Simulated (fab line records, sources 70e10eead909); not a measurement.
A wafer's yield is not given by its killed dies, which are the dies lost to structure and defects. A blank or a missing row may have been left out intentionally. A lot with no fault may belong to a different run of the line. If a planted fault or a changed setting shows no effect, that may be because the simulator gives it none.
Chamber matching || flow nand-harc || ald-hk-02 running NHARC_A_CHANNEL_FILL_D1_ALD_25: 4 sister chambers
The step deposits SiOx, target thk 60 nm, pulse time 10 s, ald cycles 600. 8 wafers are shown with their chamber, then 8 later ones without.

## WAFERS WITH THEIR CHAMBER
{"wafer": "L539.6", "chamber": 2, "heater-power-w (W)": 406, "precursor-pulse-height-rel": 0.980}
{"wafer": "L540.2", "chamber": 2, "heater-power-w (W)": 401, "precursor-pulse-height-rel": 1.029}
{"wafer": "L541.3", "chamber": 3, "heater-power-w (W)": 451, "precursor-pulse-height-rel": 0.970}
{"wafer": "L541.6", "chamber": 1, "heater-power-w (W)": 452, "precursor-pulse-height-rel": 1.011}
{"wafer": "L545.1", "chamber": 3, "heater-power-w (W)": 449, "precursor-pulse-height-rel": 0.999}
{"wafer": "L545.3", "chamber": 0, "heater-power-w (W)": 455, "precursor-pulse-height-rel": 0.985}
{"wafer": "L545.5", "chamber": 0, "heater-power-w (W)": 451, "precursor-pulse-height-rel": 0.988}
{"wafer": "L547.1", "chamber": 1, "heater-power-w (W)": 452, "precursor-pulse-height-rel": 0.986}

## WAFERS WITHOUT THEIR CHAMBER
{"wafer": "L547.2", "heater-power-w (W)": 450, "precursor-pulse-height-rel": 1.000}
{"wafer": "L547.3", "heater-power-w (W)": 416, "precursor-pulse-height-rel": 0.993}
{"wafer": "L553.2", "heater-power-w (W)": 446, "precursor-pulse-height-rel": 1.015}
{"wafer": "L553.3", "heater-power-w (W)": 399, "precursor-pulse-height-rel": 1.030}
{"wafer": "L553.6", "heater-power-w (W)": 400, "precursor-pulse-height-rel": 1.022}
{"wafer": "L552.1", "heater-power-w (W)": 409, "precursor-pulse-height-rel": 0.961}
{"wafer": "L552.5", "heater-power-w (W)": 453, "precursor-pulse-height-rel": 0.987}
{"wafer": "L552.6", "heater-power-w (W)": 398, "precursor-pulse-height-rel": 0.992}

## THE CHAMBER EACH PASSED THROUGH
{"wafer": "L547.2", "from the rows above": "can't be placed: 3 or 1 or 0", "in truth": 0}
{"wafer": "L547.3", "from the rows above": 2, "in truth": 2}
{"wafer": "L553.2", "from the rows above": "can't be placed: 3 or 1 or 0", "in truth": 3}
{"wafer": "L553.3", "from the rows above": 2, "in truth": 2}
{"wafer": "L553.6", "from the rows above": 2, "in truth": 2}
{"wafer": "L552.1", "from the rows above": 2, "in truth": 2}
{"wafer": "L552.5", "from the rows above": "can't be placed: 0 or 1 or 3", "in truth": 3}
{"wafer": "L552.6", "from the rows above": 2, "in truth": 2}
Placed correctly: 5 of 8. Cannot be placed on the basis of these rows: 3; the candidates contain the true chamber in 3. Placed wrongly: 0.
How it was worked out, from the rows above alone: a wafer's distance from a chamber is the root of the sum, over the readings, of the square of ((its reading less the chamber's mean) divided by the reading's scatter). If the next closest chamber is less than 2 further off than the closest, the wafer can't be placed; otherwise it belongs to the closest. A chamber's mean is the mean of its shown wafers. How the scatter is found: for the shown wafers, subtract from each reading the mean of its chamber, square and add these, divide the total by (wafers less chambers), then take the root.
